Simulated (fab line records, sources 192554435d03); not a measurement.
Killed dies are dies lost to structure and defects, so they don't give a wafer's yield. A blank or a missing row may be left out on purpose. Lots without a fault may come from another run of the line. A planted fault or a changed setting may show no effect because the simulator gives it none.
fab line records | flow n5_finfet
record lots=7 wafers=39
route steps=1938 shown BEOL_M9@1417 BEOL_M11@1587
start_h: hours from the record's first day to the start of the lot's first wafer shown | wait_h: hours since the lot's step before | " the same as in the row above | L1.1+2: a row that stands for several wafers | - no value, or no start given | * or withheld: withheld | < > ~ a bound
route shown NAME@n: a module of which the file shows steps, and the number in the route of the first | usual: mean/standard deviation of fault-free wafers | same: alike in all rows | chamber/n: place in a boat | sites: the reading at each site | _std_site: their standard deviation | _edge_site: outer sites' mean less inner sites' | radius_mm: how far each site lies from the wafer's centre | mask NAME#n: copy n | behind: the tool/chamber that last shaped the wafer | hold: why the lot was held/for how many hours/how that ended | device: the transistor (n, p or np) that didn't switch | end of line: the same wafers' tests at the end of the route | a step without rows: its recipe alone | killed: dies lost to structure and defects at the first sort, not the wafer's yield | map: a wafer's dies, x killed, . not, _ none there
set.NAME: the setting as run; set.NAME@STEP: as run at that earlier step | model.NAME: the simulator's own value behind a step, which no gauge read
lots whose settings were changed on purpose; a table a step, a row a wafer
## steps
# step N5_BEOL_M9_DESCUM_16
# recipe chemistry=O2 time_s=7.9 source_power_w=50 bias_power_w=20 pressure_mtorr=20 rf_frequency_hz=2.712e+07 temp_c=40 resist=CAR-ArF o2_flow_sccm=225
# columns lot.wafer tool chamber start_h wait_h set.time_s model.CAR-ArF_of_BEOL_M9_COAT_05.thk_nm
L076.1 rie_diel-06 0 225.59 0.0 4.153 85.8
L076.2 " 2 " " 4.153 85.4
L076.3+4+6 " 3,3,2 " " 7.9 83.2
L076.5 " 0 " " 4.153 85.6
L077.1+2 rie_diel-01 3,1 229.17 0.0 11.67 80.8
L077.3 " 0 " " 11.67 81
L077.4 " 2 " " 7.9 82.8
L077.5+6 " 1,0 " " 7.9 83.2
L086.1 rie_diel-06 2 284.99 0.1 7.9 83.4
L086.2+4 " 3,1 " " 7.9 83.2
L086.3+6 " 0 " " 11.62 81
L086.5 " 3 " " 11.62 80.6
L087.1 rie_diel-06 2 285.24 0.1 7.9 83.2
L087.2 " 3 " " 5.703 84.2
L087.3 " 1 " " 5.703 84
L087.4 " 0 " " 5.703 84.4
L087.5+6 " 0,1 " " 7.9 82.8
L091.1+6 rie_diel-06 2,0 316.43 0.0 5.37 84.8
L091.2+4 " 1,0 " " 7.9 83.2
L091.3 " 3 " " 5.37 84.6
L091.5 " 3 " " 7.9 83
L092.1+2+4+6 rie_diel-01 1,3,3,0 324.55 0.0 7.9 83.4
L092.3+5 " 0,1 " " 7.9 83.6
L096.2+4 rie_diel-02 0 353.03 0.0 7.9 83.2
L096.6 " 2 " " 7.9 83.4
# step N5_BEOL_M9_ETCH_61
# recipe chemistry=CF4 target=SiARC target_depth_a=390 mask_material=CAR-ArF time_s=65 ion_energy_ev=80 pressure_mtorr=40 source_w=545 bias_w=36 Ar_flow_sccm=100 cf4_flow_sccm=100 ends=cleared
# columns lot.wafer tool chamber start_h wait_h set.time_s@BEOL_M9_DESCUM_16 model.CAR-ArF_of_BEOL_M9_COAT_05.thk_nm
L076.1+5 rie_diel-06 0 225.62 0.0 4.153 57.8
L076.2 " 2 " " 4.153 57.6
L076.3+4 " 3 " " 7.9 55.2
L076.6 " 2 " " 7.9 55.4
L077.1+2 rie_diel-01 3,1 229.20 0.0 11.67 52.8
L077.3 " 0 " " 11.67 53
L077.4 " 2 " " 7.9 55
L077.5 " 1 " " 7.9 55.4
L077.6 " 0 " " 7.9 55.2
L086.1+4 rie_diel-06 2,1 285.03 0.0 7.9 55.4
L086.2 " 3 " " 7.9 55.2
L086.3+6 " 0 " " 11.62 53.2
L086.5 " 3 " " 11.62 52.8
L087.1 rie_diel-06 2 285.28 0.0 7.9 55.2
L087.2 " 3 " " 5.703 56.2
L087.3 " 1 " " 5.703 56
L087.4 " 0 " " 5.703 56.6
L087.5+6 " 0,1 " " 7.9 54.8
L091.1+6 rie_diel-06 2,0 316.46 0.0 5.37 57
L091.2+4+5 " 1,0,3 " " 7.9 55.2
L091.3 " 3 " " 5.37 56.8
L092.1+3+4+5+6 rie_diel-01 1,0,3,1,0 324.59 0.0 7.9 55.6
L092.2 " 3 " " 7.9 55.4
L096.2 rie_diel-02 0 353.06 0.0 7.9 55.2
L096.4 " 0 " " 7.9 55
L096.6 " 2 " " 7.9 55.4
# step N5_BEOL_M11_CURE_72
# recipe temp_c=370 time_s=120 ambient=DMADMS/He material=SiCOH_lowk
# usual lamp_power_pct=52.31/0.061
# columns lot.wafer tool chamber start_h wait_h set.time_s lamp_power_pct
L076.1 uv_cure-02 0 247.23 0.0 120 52.39
L076.2 " 0 " " 169.2 50.12
L076.3 " 0 " " 120 52.31
L076.4 " 0 " " 169.2 50.26
L076.5 " 0 " " 169.2 50.25
L076.6 " 0 " " 120 52.29
L077.1 uv_cure-01 0 248.54 0.0 120 52.34
L077.2 " 0 " " 180.3 49.67
L077.3 " 0 " " 120 52.25
L077.4 " 0 " " 180.3 49.65
L077.5 " 0 " " 120 52.31
L077.6 " 0 " " 180.3 49.68
L087.1 uv_cure-03 0 301.96 0.0 120 52.33
L087.2 " 0 " " 120 52.29
L087.3 " 0 " " 120 52.32
L087.4 " 0 " " 120 52.35
L087.5 " 0 " " 120 52.33
L087.6 " 0 " " 120 52.20
L086.1 uv_cure-03 0 308.65 0.0 58.85 52.32
L086.2 " 0 " " 120 52.32
L086.3 " 0 " " 58.85 52.37
L086.4 " 0 " " 58.85 52.28
L086.5 " 0 " " 120 52.27
L086.6 " 0 " " 120 52.39
L091.1 uv_cure-03 0 342.99 0.0 120 52.38
L091.2 " 0 " " 120 52.34
L091.3 " 0 " " 139.9 51.61
L091.4 " 0 " " 139.9 51.52
L091.5 " 0 " " 139.9 51.41
L091.6 " 0 " " 120 52.30
L092.1 uv_cure-03 2 347.67 0.0 120 52.37
L092.2 " 2 " " 120 52.32
L092.3 " 2 " " 120 52.36
L092.4 " 2 " " 120 52.37
L092.5 " 2 " " 120 52.35
L092.6 " 2 " " 120 52.34
L096.2 uv_cure-02 0 370.84 0.1 120 52.39
L096.4 " 0 " " 120 52.39
L096.6 " 0 " " 120 52.31
## key
split step=N5_BEOL_M9_DESCUM_16 setting=time_s stated=7.9 by=wafer
response step=N5_BEOL_M9_DESCUM_16 reading=model.CAR-ArF_of_BEOL_M9_COAT_05.thk_nm change=-0.049 per=1% r=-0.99
response step=N5_BEOL_M9_ETCH_61 reading=model.CAR-ArF_of_BEOL_M9_COAT_05.thk_nm change=-0.0501 per=1% r=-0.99
split step=N5_BEOL_M11_CURE_72 setting=time_s stated=120 by=wafer
response step=N5_BEOL_M11_CURE_72 reading=lamp_power_pct shape=bent at_lowest=* at_stated=* at_highest=*
